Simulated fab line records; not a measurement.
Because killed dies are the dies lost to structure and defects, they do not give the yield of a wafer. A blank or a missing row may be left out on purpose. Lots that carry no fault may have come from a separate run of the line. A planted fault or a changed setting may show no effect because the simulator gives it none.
fab line records	flow n5-finfet
[record] lots = 8	wafers = 21	last-day = 17
route steps=1938 shown BEOL_M4@1111 BEOL_M9@1437 PASSIVATION@1936
lots that met no fault: from a run of the same line without faults
start-h: start of the lot's first displayed wafer, in hours after the record's first day	wait-h: time in hours since the lot's previous step	" unchanged from the row above	L1.1+2: several wafers, shown together as one row	- no value present, or no start provided	* or withheld: withheld	< > ~ a bound
route shown NAME@n: names a module that has steps shown in the file, with the first one's number in the route	usual: average and standard deviation across the fault-free wafers	same: alike in all rows	chamber/n: place in a boat	sites: readings site by site	_std_site: the values' standard deviation	_edge_site: inner sites' mean taken away from outer sites' mean	radius-mm: how far each site lies from the wafer's centre	mask NAME#n: copy n	behind: the last tool/chamber to shape the wafer	hold: what put the lot on hold/how long, in hours/how the hold closed	device: names the non-switching transistor (n, p or np)	end of line: tests of these same wafers at the route's end	a step without rows: its recipe alone	killed: at the first sort, the dies lost to defects and structure; wafer yield is something else	map: a wafer's dies, marking killed ones x, the rest . and places with no die _
set.NAME: the setting that was run; set.NAME@STEP: the one run at that earlier step	model.NAME: the simulator's own value behind a step, which no gauge read
a sample of lots followed through the steps of the route, with each step as a table and each wafer as a row
services: from which hour (start-h, from the record's first day; less than 0 if before it) a tool's chamber was out of use, for how many hours, and why
[[steps]]
[step N5_BEOL_M4_RC_MEAS_101]
[usual] DIBL_N = 36.1/1.5	DIBL_P = 36.1/1.9	IOFF_N = 0.159/0.029	IOFF_P = 0.21/0.038	ION_N = 675/11	ION_P = 464/8.1	SS_N = 71.5/0.57	SS_P = 73.3/0.64	VT_N = 249/3.1	VT_P = -250/3.8
lot.wafer	tool	chamber	start-h	wait-h	DIBL_N[mV/V]	DIBL_P[mV/V]	IOFF_N[nA/um]	IOFF_P[nA/um]	ION_N[uA/um]	ION_P[uA/um]	SS_N[mV/dec]	SS_P[mV/dec]	VT_N[mV]	VT_P[mV]
L818.2	prober-01	0	177.54	0.2	37.8	37.3	0.161	0.24	666	464	71.8	73.8	249	-246
L818.4	"	0	"	"	35.9	34.2	0.137	0.19	672	462	72.3	72.5	250	-249
L818.5	"	0	"	"	36.7	36.4	0.148	0.22	654	454	71.5	73.3	253	-247
L824.1	prober-02	0	220.88	0.0	37.8	37.7	0.172	0.25	677	474	71.8	73.7	247	-246
L824.2	"	0	"	"	36.2	35.2	0.136	0.21	667	465	71.3	73.1	251	-249
L824.5	"	0	"	"	36.9	36.1	0.151	0.23	676	466	71.4	73.1	249	-247
L825.1	prober-01	0	221.25	0.0	38.4	39.8	0.223	0.27	690	473	71.5	73.7	245	-246
L825.2	"	0	"	"	35.0	35.6	0.157	0.22	676	471	71.9	73.3	247	-249
L825.4	"	0	"	"	34.1	34.0	0.149	0.19	677	467	71.1	72.8	247	-251
L830.4	prober-01	0	255.48	0.5	34.6	33.0	0.133	0.17	675	462	70.8	72.3	248	-253
L830.5	"	0	"	"	34.1	32.4	0.122	0.16	666	459	71.0	72.4	252	-255
L830.6	"	0	"	"	37.3	36.1	0.177	0.21	684	467	71.5	74.1	248	-251
L831.3	prober-01	0	266.64	0.3	32.5	32.2	0.111	0.17	667	464	70.8	72.5	253	-254
L831.6	"	0	"	"	35.7	35.1	0.150	0.21	663	458	71.1	73.2	249	-248
L833.1	prober-01	0	274.06	0.0	35.3	36.4	0.159	0.21	688	463	72.2	73.5	248	-249
L833.6	"	0	"	"	37.3	39.1	0.206	0.26	689	468	72.0	74.1	244	-247
L835.1	prober-01	0	281.30	0.0	37.1	36.9	0.177	0.26	686	476	72.1	73.8	245	-245
L835.2	"	0	"	"	36.9	37.2	0.184	0.28	691	481	71.4	73.1	248	-241
L835.6	"	0	"	"	38.5	39.3	0.213	0.31	702	479	72.2	73.5	244	-241
L836.1	prober-02	0	300.63	0.0	35.6	36.6	0.159	0.20	674	456	71.3	72.6	247	-252
L836.5	"	0	"	"	34.5	34.6	0.131	0.17	664	456	71.1	73.1	252	-255
[step N5_BEOL_M9_DESCUM_33]
[recipe] chemistry = O2	time-s = 7	source-power-w = 50	bias-power-w = 20	pressure-mtorr = 20	rf-frequency-hz = 2.712e+07	temp-c = 40	resist = CAR-EUV	o2-flow-sccm = 225
[usual] drypump-motor-current-A = 5.6/0.53	oes-product-au = 0.82/0.11	rf-vpp-V = 243.0/1.5	showerhead-plenum-p-Torr = 2.09/0.078	throttle-valve-pct = 20.3/0.32
lot.wafer	tool	chamber	start-h	wait-h	drypump-motor-current-A	oes-product-au	rf-hours-counter-h	rf-vpp-V	showerhead-plenum-p-Torr	throttle-valve-pct
L818.2	rie-diel-04	2	218.02	0.0	6.3	0.69	229	242.4	2.07	20.7
L818.4	"	1	"	"	5.0	0.71	178	240.7	2.00	20.5
L818.5	"	3	"	"	6.1	0.76	-	242.2	2.02	20.5
L824.1	rie-diel-04	0	260.30	0.1	5.1	0.68	233	240.0	1.97	20.3
L824.2	"	3	"	"	6.0	0.76	151	242.8	2.01	20.5
L824.5	"	1	"	"	5.0	0.70	-	239.8	2.00	20.5
L825.1	rie-diel-04	2	261.44	0.0	6.3	0.68	243	241.9	2.07	20.7
L825.2	"	3	"	"	6.0	0.75	152	242.1	2.01	20.5
L825.4	"	1	"	"	5.0	0.69	191	242.7	2.00	20.5
L830.4	rie-diel-05	2	299.87	0.1	5.6	0.97	9	243.6	2.14	19.8
L830.5	"	2	"	"	5.7	0.97	-	244.7	2.14	19.8
L830.6	"	3	"	"	5.0	0.90	-	242.9	2.03	19.6
L831.3	rie-diel-05	2	306.54	0.0	5.7	0.96	11	243.9	2.14	19.8
L831.6	"	2	"	"	5.7	0.95	-	245.2	2.14	19.8
L835.1	rie-diel-04	3	315.57	0.0	6.1	0.73	172	240.7	2.01	20.5
L835.2	"	1	"	"	5.0	0.67	211	242.8	1.99	20.5
L835.6	"	1	"	"	5.0	0.67	-	240.2	1.99	20.5
L833.1	rie-diel-04	1	316.32	0.0	5.0	0.68	211	241.2	1.99	20.5
L833.6	"	2	"	"	6.3	0.99	-	243.4	2.06	20.5
L836.1	rie-diel-04	1	343.45	0.5	5.0	0.67	221	240.8	1.99	20.5
L836.5	"	0	"	"	5.1	1.01	-	245.8	2.23	19.9
[step N5_BEOL_M9_ETCH_65]
[recipe] chemistry = CF4	target = SiARC	target-depth-a = 156	mask-material = CAR-EUV	time-s = 26	ion-energy-ev = 80	pressure-mtorr = 40	source-w = 545	bias-w = 36	Ar_flow_sccm = 100	cf4-flow-sccm = 100	ends = cleared
[usual] bias-w = 35.99/0.1	cf4-flow-sccm = 100.0/0.31	drypump-motor-current-A = 5.6/0.53	etch-rf-on-time-s = 25.6/0.7	oes-product-au = 0.71/0.094	rf-vpp-V = 184.1/1.2	showerhead-plenum-p-Torr = 2.13/0.073	throttle-valve-pct = 15.47/0.28
lot.wafer	tool	chamber	start-h	wait-h	bias-w	cf4-flow-sccm	drypump-motor-current-A	etch-rf-on-time-s	oes-product-au	rf-hours-counter-h	rf-vpp-V	showerhead-plenum-p-Torr	throttle-valve-pct
L818.2	rie-diel-04	2	218.07	0.0	36.04	99.4	6.3	24.6	0.61	229	182.1	2.11	15.95
L818.4	"	1	"	"	36.00	99.9	5.0	26.1	0.61	178	182.3	2.05	15.62
L818.5	"	3	"	"	35.94	100.1	6.1	25.2	0.66	-	184.1	2.06	15.66
L824.1	rie-diel-04	0	260.35	0.0	35.92	99.9	5.1	25.9	0.59	233	183.3	2.03	15.58
L824.2	"	3	"	"	35.87	100.5	6.1	25.9	0.65	151	184.6	2.06	15.70
L824.5	"	1	"	"	35.88	99.9	5.0	26.6	0.59	-	181.8	2.05	15.65
L825.1	rie-diel-04	2	261.50	0.0	35.99	99.9	6.3	25.1	0.59	243	183.7	2.11	15.95
L825.2	"	3	"	"	36.00	100.1	6.0	25.8	0.64	152	182.9	2.06	15.70
L825.4	"	1	"	"	36.11	100.6	5.0	26.6	0.60	191	182.5	2.05	15.67
L830.4	rie-diel-05	2	299.92	0.0	36.16	100.3	5.7	25.3	0.83	9	184.4	2.19	15.05
L830.5	"	2	"	"	36.01	100.1	5.7	25.2	0.83	-	186.7	2.19	15.04
L830.6	"	3	"	"	36.09	100.2	5.0	24.8	0.79	-	183.9	2.09	14.95
L831.3	rie-diel-05	2	306.59	0.0	35.99	99.8	5.7	25.5	0.83	11	186.4	2.19	15.07
L831.6	"	2	"	"	35.96	99.9	5.7	25.5	0.81	-	184.4	2.19	15.05
L835.1	rie-diel-04	3	315.62	0.0	36.05	100.5	6.1	26.0	0.63	172	183.1	2.05	15.73
L835.2	"	1	"	"	36.06	100.2	5.0	26.9	0.58	211	183.1	2.04	15.70
L835.6	"	1	"	"	36.03	99.9	5.0	26.7	0.57	-	183.2	2.04	15.71
L833.1	rie-diel-04	1	316.37	0.0	36.09	100.3	5.0	26.6	0.58	211	183.4	2.04	15.72
L833.6	"	2	"	"	36.13	99.8	6.3	24.7	0.87	-	182.7	2.10	15.53
L836.1	rie-diel-04	1	343.50	0.0	36.17	100.1	5.0	26.7	0.58	221	183.0	2.04	15.71
L836.5	"	0	"	"	35.97	100.2	5.1	24.8	0.86	-	185.9	2.27	15.12
[step N5_BEOL_M9_ETCH_66]
[recipe] chemistry = N2/H2	target = SOC	target-depth-a = 800	overetch-a = 160	mask-material = SiARC	temp-c = 40	time-s = 120	ion-energy-ev = 200	pressure-mtorr = 30	source-w = 840	bias-w = 150	n2-flow-sccm = 200	h2-flow-sccm = 200
[usual] bias-w = 150.0/0.45	chamber-pressure-mTorr = 30.000/0.027	drypump-motor-current-A = 5.6/0.54	oes-product-au = 0.63/0.078	rf-vpp-V = 523.5/2.7	showerhead-plenum-p-Torr = 2.53/0.096	throttle-valve-pct = 17.7/0.34
lot.wafer	tool	chamber	start-h	wait-h	bias-w	chamber-pressure-mTorr	drypump-motor-current-A	oes-product-au	rf-hours-counter-h	rf-vpp-V	showerhead-plenum-p-Torr	throttle-valve-pct
L818.2	rie-diel-04	2	218.09	0.0	150.2	30.011	6.3	0.53	229	524.0	2.51	18.2
L818.4	"	1	"	"	150.3	29.979	5.0	0.55	178	520.5	2.42	17.8
L818.5	"	3	"	"	149.8	30.023	6.1	0.59	-	521.0	2.44	17.8
L824.1	rie-diel-04	0	260.38	0.0	150.2	29.953	5.1	0.53	233	518.8	2.40	17.8
L824.2	"	3	"	"	149.2	30.033	6.1	0.57	152	521.5	2.44	17.8
L824.5	"	1	"	"	149.6	29.968	5.0	0.54	-	521.4	2.41	17.9
L825.1	rie-diel-04	2	261.52	0.0	149.8	29.970	6.3	0.53	243	523.3	2.51	18.3
L825.2	"	3	"	"	150.7	29.992	6.1	0.58	152	520.1	2.43	17.8
L825.4	"	1	"	"	150.0	30.025	5.0	0.54	191	518.6	2.41	17.8
L830.4	rie-diel-05	2	299.95	0.0	149.5	29.999	5.7	0.73	9	524.5	2.59	17.0
L830.5	"	2	"	"	150.0	29.965	5.7	0.73	-	523.6	2.59	17.1
L830.6	"	3	"	"	150.8	30.022	5.0	0.69	-	521.5	2.48	17.1
L831.3	rie-diel-05	2	306.62	0.0	150.2	29.992	5.7	0.72	11	523.8	2.59	17.0
L831.6	"	2	"	"	150.0	29.976	5.7	0.72	-	524.1	2.59	17.0
L835.1	rie-diel-04	3	315.65	0.0	150.4	30.022	6.1	0.56	172	520.8	2.43	17.8
L835.2	"	1	"	"	150.3	29.999	5.0	0.53	211	519.9	2.41	17.9
L835.6	"	1	"	"	150.6	29.991	5.0	0.53	-	520.1	2.41	17.9
L833.1	rie-diel-04	1	316.40	0.0	150.3	30.024	5.0	0.54	211	520.7	2.41	17.9
L833.6	"	2	"	"	149.7	30.001	6.3	0.75	-	524.8	2.50	17.9
L836.1	rie-diel-04	1	343.53	0.0	149.9	30.024	5.0	0.53	221	521.2	2.40	17.9
L836.5	"	0	"	"	150.6	30.012	5.1	0.75	-	528.1	2.71	17.3
[step N5_BEOL_M9_TRENCH_ETCH_37]
[recipe] chemistry = C4F6/O2	target-depth-a = 1514.3	target = SiCOH_lowk	time-s = 49	ion-energy-ev = 250	pressure-mtorr = 30	source-w = 345	bias-w = 185	Ar_flow_sccm = 300	C4F6_flow_sccm = 10	O2_flow_sccm = 10
[usual] C4F6_flow_sccm = 10.001/0.029	O2_flow_sccm = 10.001/0.028	drypump-motor-current-A = 5.6/0.53	oes_o_777_au = 0.83/0.11	oes-product-au = 0.82/0.11	rf-vpp-V = 656/12	showerhead-plenum-p-Torr = 2.83/0.099	throttle-valve-pct = 20.76/0.26
lot.wafer	tool	chamber	start-h	wait-h	C4F6_flow_sccm	O2_flow_sccm	drypump-motor-current-A	oes_o_777_au	oes-product-au	rf-hours-counter-h	rf-vpp-V	showerhead-plenum-p-Torr	throttle-valve-pct
L818.2	rie-diel-04	2	218.30	-	10.033	9.995	6.3	0.73	0.71	229	641	2.79	21.12
L818.4	"	1	"	"	10.018	9.969	5.0	0.71	0.71	178	642	2.73	20.96
L818.5	"	3	"	"	9.955	10.031	6.1	0.78	0.76	-	645	2.72	20.86
L824.1	rie-diel-04	0	260.58	-	-	-	-	-	-	-	-	-	-
L824.2	"	3	"	"	-	-	-	-	-	-	-	-	-
L824.5	"	1	"	"	-	-	-	-	-	-	-	-	-
L825.1	rie-diel-04	2	261.73	-	-	-	-	-	-	-	-	-	-
L825.2	"	3	"	"	-	-	-	-	-	-	-	-	-
L825.4	"	1	"	"	-	-	-	-	-	-	-	-	-
L830.4	rie-diel-05	2	300.15	-	10.001	9.985	5.7	0.97	0.98	9	665	2.91	20.33
L830.5	"	2	"	"	10.010	9.991	5.7	0.96	0.97	-	665	2.91	20.33
L830.6	"	3	"	"	10.016	9.971	5.0	0.90	0.92	-	644	2.78	20.25
L831.3	rie-diel-05	2	306.82	-	10.055	10.006	5.7	0.96	0.95	11	664	2.91	20.34
L831.6	"	2	"	"	10.040	10.037	5.7	0.96	0.95	-	664	2.91	20.32
L835.1	rie-diel-04	3	315.85	-	9.986	10.015	6.0	0.75	0.72	172	645	2.71	20.90
L835.2	"	1	"	"	9.981	10.006	5.0	0.69	0.67	211	643	2.71	20.99
L835.6	"	1	"	"	10.061	9.998	5.0	0.69	0.68	-	642	2.71	21.00
L833.1	rie-diel-04	1	316.60	-	10.027	9.987	5.0	0.69	0.68	211	641	2.71	21.00
L833.6	"	2	"	"	9.945	10.015	6.3	1.04	1.00	-	642	2.78	20.85
L836.1	rie-diel-04	1	343.73	-	10.002	10.020	5.0	0.69	0.67	222	642	2.71	21.01
L836.5	"	0	"	"	10.027	10.009	5.1	0.96	1.01	-	671	3.02	20.43
[step N5_BEOL_M9_OCD_MEAS_38]
[usual] trench-depth-nm = 152/3.3
lot.wafer	tool	chamber	start-h	wait-h	trench-depth-nm
L818.2	ocd-02	-	218.47	-	154
L818.4	"	-	"	"	149
L818.5	"	-	"	"	150
L824.1	ocd-02	-	260.75	-	0
L824.2	"	-	"	"	0
L824.5	"	-	"	"	0
L825.1	ocd-02	-	261.90	-	0
L825.2	"	-	"	"	0
L825.4	"	-	"	"	0
L830.4	ocd-01	-	300.33	-	155
L830.5	"	-	"	"	155
L830.6	"	-	"	"	154
L831.3	ocd-02	-	307.00	-	153
L831.6	"	-	"	"	153
L835.1	ocd-01	-	316.03	-	149
L835.2	"	-	"	"	146
L835.6	"	-	"	"	146
L833.1	ocd-02	-	316.77	-	145
L833.6	"	-	"	"	156
L836.1	ocd-02	-	343.91	-	147
L836.5	"	-	"	"	157
[step N5_PASSIVATION_PROBE_49]
[usual] defect-limited-yield = 91.5/1.6	killed_at_M0_to_M3 = 33/10	killed_at_M4_up = 13/5.6	killed-at-contacts = 13/6	killed-at-front-end = 39/12	killed-at-other = 3.0/2.8	killed-dies = 101/19	killed-on-rim = 13/4	killed-open = 65/13	killed-short = 32/8.3	sort_bin_5_function = 5.0/1	sort_bin_6_memory = 3.1/0.69	sort-n-pass = 1079/19	sort-yield-pct = 91.5/1.6
[same] gross-dies = 1180	killed-at-back-side = 0	sort_bin_4_leakage[%] = 0	sort_bin_8_speed[%] = 0
lot.wafer	tool	chamber	start-h	wait-h	defect-limited-yield[%]	killed_at_M0_to_M3	killed_at_M4_up	killed-at-contacts	killed-at-front-end	killed-at-other	killed-dies	killed-on-rim	killed-open	killed-short	sort_bin_5_function[%]	sort_bin_6_memory[%]	sort-n-pass	sort-yield-pct[%]
L818.2	prober-01	-	270.50	0.2	91.1	32	12	17	37	7	105	18	74	25	4.9	3.5	1075	91.1
L818.4	prober-01	-	270.60	0.3	92.9	30	7	13	23	11	84	13	55	27	3.6	3.2	1096	92.9
L818.5	prober-01	-	270.65	0.3	92.8	21	12	9	37	6	85	11	58	22	4.2	2.6	1095	92.8
L824.1	prober-02	-	323.61	0.0	0	51	1091	11	24	3	1180	152	71	34	96.9	3.0	0	0
L824.2	prober-02	-	323.66	0.1	0	64	1050	15	47	4	1180	152	89	62	94.1	5.1	0	0
L824.5	prober-02	-	323.81	0.2	0	44	1058	34	44	0	1180	152	83	49	95.9	4.0	0	0
L825.1	prober-01	-	327.19	0.0	0	35	1073	15	54	3	1180	152	88	34	95.9	3.6	0	0
L825.2	prober-01	-	327.24	0.1	0	23	1092	14	49	2	1180	152	63	35	96.2	3.3	0	0
L825.4	prober-01	-	327.34	0.2	0	38	1082	11	48	1	1180	152	79	34	96.5	3.2	0	0
L830.4	prober-02	-	360.16	0.2	92.7	26	12	16	25	7	86	5	56	29	3.9	3.1	1094	92.7
L830.5	prober-02	-	360.21	0.2	91.1	35	7	10	49	4	105	11	61	43	4.7	3.8	1075	91.1
L830.6	prober-02	-	360.26	0.3	91.2	43	9	9	37	6	104	9	71	32	5.3	3.1	1076	91.2
L831.3	prober-02	-	363.93	0.1	92.4	30	10	6	42	2	90	12	67	23	4.1	3.2	1090	92.4
L831.6	prober-02	-	364.08	0.3	89.2	37	10	17	61	3	128	19	79	47	7.0	3.6	1052	89.2
L833.1	prober-01	-	376.89	0.0	94.5	35	5	2	23	0	65	9	50	14	3.1	2.3	1115	94.5
L833.6	prober-01	-	377.14	0.3	94.8	26	8	2	22	3	61	10	38	23	3.1	1.9	1119	94.8
L835.1	prober-02	-	380.59	0.0	90.3	45	15	14	36	5	115	7	77	29	5.9	3.2	1065	90.3
L835.2	prober-02	-	380.64	0.1	90.8	27	15	24	33	10	109	18	76	31	6.4	2.7	1071	90.8
L835.6	prober-02	-	380.84	0.3	88.7	62	8	25	32	6	133	20	94	39	6.3	4.4	1047	88.7
L836.1	prober-01	-	397.93	0.0	89.2	31	13	17	63	3	127	17	84	35	5.4	4.6	1053	89.2
L836.5	prober-01	-	398.13	0.2	89.0	30	9	26	60	5	130	12	80	39	6.8	3.3	1050	89.0
// killed by level:class
L818.2 FIN_SAQP:geometric-particle:open=16 MOL_CONTACT_COAG:geometric-particle:open=13 FIN_SAQP:geometric-particle:short=10 BEOL_M2:geometric-particle:open=9 BEOL_M1:geometric-particle:open=6 DUMMY_GATE:geometric-particle:open=5 BEOL_M3:geometric-particle:open=5 MOL_CONTACT_COAG:geometric-particle:short=4
L818.4 MOL_CONTACT_COAG:geometric-particle:open=9 FIN_SAQP:geometric-particle:open=6 BEOL_M3:geometric-particle:open=6 BEOL_M0_SAQP:geometric-particle:open=5 BEOL_M3:geometric-particle:short=5 PASS1_DEP:geometric-particle:open=5 BEOL_M1:geometric-particle:open=4 BEOL_M5:geometric-particle:open=4
L818.5 FIN_SAQP:geometric-particle:open=12 BEOL_M3:geometric-particle:open=10 MOL_CONTACT_COAG:geometric-particle:open=8 FIN_SAQP:geometric-particle:short=5 BEOL_M2:geometric-particle:open=5 DUMMY_GATE:geometric-particle:open=4 STARTING-WAFER:geometric-particle:open=3 STI_FIN_REVEAL:geometric-particle:short=2
L824.1 BEOL_M9:area-etch=1073 BEOL_M3:geometric-particle:open=11 MOL_CONTACT_COAG:geometric-particle:open=10 FIN_SAQP:geometric-particle:open=9 BEOL_M0_SAQP:geometric-particle:short=9 BEOL_M4:geometric-particle:open=8 BEOL_M0:geometric-particle:open=7 BEOL_M2:geometric-particle:open=6
L824.2 BEOL_M9:area-etch=1026 BEOL_M0_SAQP:geometric-particle:short=20 FIN_SAQP:geometric-particle:short=19 BEOL_M0_SAQP:geometric-particle:open=19 MOL_CONTACT_COAG:geometric-particle:open=15 BEOL_M4:geometric-particle:open=14 FIN_SAQP:geometric-particle:open=13 BEOL_M3:geometric-particle:open=7
L824.5 BEOL_M9:area-etch=1046 MOL_CONTACT_COAG:geometric-particle:open=25 BEOL_M0_SAQP:geometric-particle:short=14 BEOL_M0_SAQP:geometric-particle:open=13 FIN_SAQP:geometric-particle:open=11 FIN_SAQP:geometric-particle:short=11 MOL_CONTACT_COAG:geometric-particle:short=9 STARTING-WAFER:geometric-particle:open=6
L825.1 BEOL_M9:area-etch=1052 STI_FIN_REVEAL:geometric-particle:open=17 MOL_CONTACT_COAG:geometric-particle:open=11 FIN_SAQP:geometric-particle:open=10 FIN_SAQP:geometric-particle:short=9 BEOL_M0_SAQP:geometric-particle:short=8 BEOL_M3:geometric-particle:open=8 BEOL_M0_SAQP:geometric-particle:open=6
L825.2 BEOL_M9:area-etch=1079 STI_FIN_REVEAL:geometric-particle:open=16 MOL_CONTACT_COAG:geometric-particle:open=11 FIN_SAQP:geometric-particle:short=6 STI_FIN_REVEAL:geometric-particle:short=5 BEOL_M0_SAQP:geometric-particle:short=5 BEOL_M3:geometric-particle:open=5 BEOL_M7:geometric-particle:open=5
L825.4 BEOL_M9:area-etch=1065 STI_FIN_REVEAL:geometric-particle:open=10 MOL_CONTACT_COAG:geometric-particle:open=10 BEOL_M0_SAQP:geometric-particle:open=10 FIN_SAQP:geometric-particle:open=9 BEOL_M4:geometric-particle:open=9 FIN_SAQP:geometric-particle:short=8 BEOL_M0_SAQP:geometric-particle:short=7
L830.4 MOL_CONTACT_COAG:geometric-particle:open=14 BEOL_M0_SAQP:geometric-particle:open=7 BEOL_M0_SAQP:geometric-particle:short=6 BEOL_M1:geometric-particle:open=5 DUMMY_GATE:geometric-particle:open=4 BEOL_M3:geometric-particle:open=4 FIN_SAQP:geometric-particle:short=3 GATE_CUT:geometric-particle:short=3
L830.5 DUMMY_GATE:geometric-particle:open=12 BEOL_M0_SAQP:geometric-particle:short=10 BEOL_M2:geometric-particle:open=7 DUMMY_GATE:geometric-particle:short=6 MOL_CONTACT_COAG:geometric-particle:open=6 ILD0:geometric-particle:short=5 BEOL_M0_SAQP:geometric-particle:open=5 BEOL_M3:geometric-particle:open=5
L830.6 BEOL_M0_SAQP:geometric-particle:open=11 BEOL_M3:geometric-particle:open=11 BEOL_M0_SAQP:geometric-particle:short=9 MOL_CONTACT_COAG:geometric-particle:open=7 BEOL_M2:geometric-particle:open=6 STI_FIN_REVEAL:geometric-particle:open=5 DUMMY_GATE:geometric-particle:open=5 GATE_CUT:geometric-particle:short=5
L831.3 DUMMY_GATE:geometric-particle:open=13 FIN_SAQP:geometric-particle:open=8 STI_FIN_REVEAL:geometric-particle:open=7 BEOL_M0_SAQP:geometric-particle:open=7 BEOL_M3:geometric-particle:open=6 BEOL_M2:geometric-particle:open=5 MOL_CONTACT_COAG:geometric-particle:open=5 BEOL_M0_SAQP:geometric-particle:short=5
L831.6 FIN_SAQP:geometric-particle:open=14 MOL_CONTACT_COAG:geometric-particle:open=13 STI_FIN_REVEAL:geometric-particle:open=12 BEOL_M1:geometric-particle:short=9 DUMMY_GATE:geometric-particle:open=7 BEOL_M0_SAQP:geometric-particle:short=7 FIN_SAQP:geometric-particle:short=6 BEOL_M3:geometric-particle:open=6
L833.1 BEOL_M2:geometric-particle:open=12 BEOL_M0_SAQP:geometric-particle:open=9 BEOL_M0_SAQP:geometric-particle:short=5 BEOL_M1:geometric-particle:open=5 STI_FIN_REVEAL:geometric-particle:open=4 DUMMY_GATE:geometric-particle:open=4 GATE_CUT:geometric-particle:short=4 FIN_SAQP:geometric-particle:open=3
L833.6 BEOL_M2:geometric-particle:open=8 BEOL_M3:geometric-particle:open=7 STI_FIN_REVEAL:geometric-particle:open=4 BEOL_M3:geometric-particle:short=4 FIN_SAQP:geometric-particle:short=3 BEOL_M4:geometric-particle:open=3 FIN_SAQP:geometric-particle:open=2 DUMMY_GATE:geometric-particle:short=2
L835.1 MOL_CONTACT_COAG:geometric-particle:open=12 BEOL_M0_SAQP:geometric-particle:open=11 FIN_SAQP:geometric-particle:open=7 STI_FIN_REVEAL:geometric-particle:open=7 BEOL_M1:geometric-particle:open=7 GATE_CUT:geometric-particle:short=6 BEOL_M0_SAQP:geometric-particle:short=6 BEOL_M3:geometric-particle:open=6
L835.2 MOL_CONTACT_COAG:geometric-particle:open=21 STI_FIN_REVEAL:geometric-particle:open=9 BEOL_M4:geometric-particle:open=8 BEOL_M3:geometric-particle:open=7 BEOL_M1:geometric-particle:open=6 BEOL_M3:geometric-particle:short=5 FIN_SAQP:geometric-particle:open=4 FIN_SAQP:geometric-particle:short=3
L835.6 MOL_CONTACT_COAG:geometric-particle:open=21 BEOL_M3:geometric-particle:open=18 BEOL_M1:geometric-particle:open=15 STI_FIN_REVEAL:geometric-particle:open=13 BEOL_M0_SAQP:geometric-particle:short=9 BEOL_M0_SAQP:geometric-particle:open=7 BEOL_M2:geometric-particle:open=7 BEOL_M3:geometric-particle:short=5
L836.1 STI_FIN_REVEAL:geometric-particle:open=19 MOL_CONTACT_COAG:geometric-particle:open=14 FIN_SAQP:geometric-particle:open=12 BEOL_M0_SAQP:geometric-particle:open=11 BEOL_M0_SAQP:geometric-particle:short=9 FIN_SAQP:geometric-particle:short=9 BEOL_M5:geometric-particle:open=6 HKMG_FIN:area-etch=6
L836.5 MOL_CONTACT_COAG:geometric-particle:open=21 STI_FIN_REVEAL:geometric-particle:open=16 GATE_CUT:geometric-particle:short=13 BEOL_M0_SAQP:geometric-particle:open=13 FIN_SAQP:geometric-particle:short=6 HKMG_FIN:area-etch=6 FIN_SAQP:geometric-particle:open=5 BEOL_M0_SAQP:geometric-particle:short=5
[[services]]
tool	chamber	start-h	hours	kind
rie-diel-05	1	212.43	-	clean
rie-diel-05	1	212.43	-	consumable-replace:focus-ring
rie-diel-05	1	212.43	-	consumable-replace:showerhead
rie-diel-05	1	212.43	30.8	scheduled-down
rie-diel-05	1	212.43	30.8	vent-cycle
rie-diel-05	2	243.42	-	clean
rie-diel-05	2	243.42	-	consumable-replace:focus-ring
rie-diel-05	2	243.42	18.1	scheduled-down
rie-diel-05	2	243.42	18.1	vent-cycle
rie-diel-04	2	287.02	-	clean
rie-diel-04	2	287.02	-	consumable-replace:focus-ring
rie-diel-04	0	309.21	-	clean
rie-diel-04	0	309.21	-	consumable-replace:esc
rie-diel-04	0	309.21	-	consumable-replace:focus-ring
rie-diel-04	0	309.21	-	consumable-replace:showerhead
rie-diel-04	0	309.21	25.9	scheduled-down
rie-diel-04	0	309.21	25.9	vent-cycle
[[key]]
[first-sign] step = N5_BEOL_M9_TRENCH_ETCH_37	reading = tool-record	direction = missing
[effect] step = N5_BEOL_M9_OCD_MEAS_38	reading = trench-depth-nm	direction = down	sigmas = 46	usual = 152	struck = 0
[effect] step = N5_PASSIVATION_PROBE_49	reading = killed_at_M4_up	direction = up	sigmas = 99+	usual = 13	struck = 1074
[more-kills-born-at] N5_BEOL_M9_TRENCH_ETCH_37@rie-diel-04 = 6341
met-at N5_BEOL_M9_TRENCH_ETCH_37
struck-lots L824,L825
later-rows-left-out L824.1,L824.2,L824.5,L825.1,L825.2,L825.4
not-acting-at N5_BEOL_M9_DESCUM_33,N5_BEOL_M9_ETCH_65,N5_BEOL_M9_ETCH_66
onset-between 218.30 260.58
[fault] kind = skipped-step-whole	tool = rie-diel-04	chamber = -	onset-h = 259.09	steps = N5_BEOL_M9_TRENCH_ETCH_37	scope = struck-lots-only
// later-rows-left-out: the simulator's readings of these wafers behind a module that went badly wrong aren't trusted and aren't shown, but for the sort
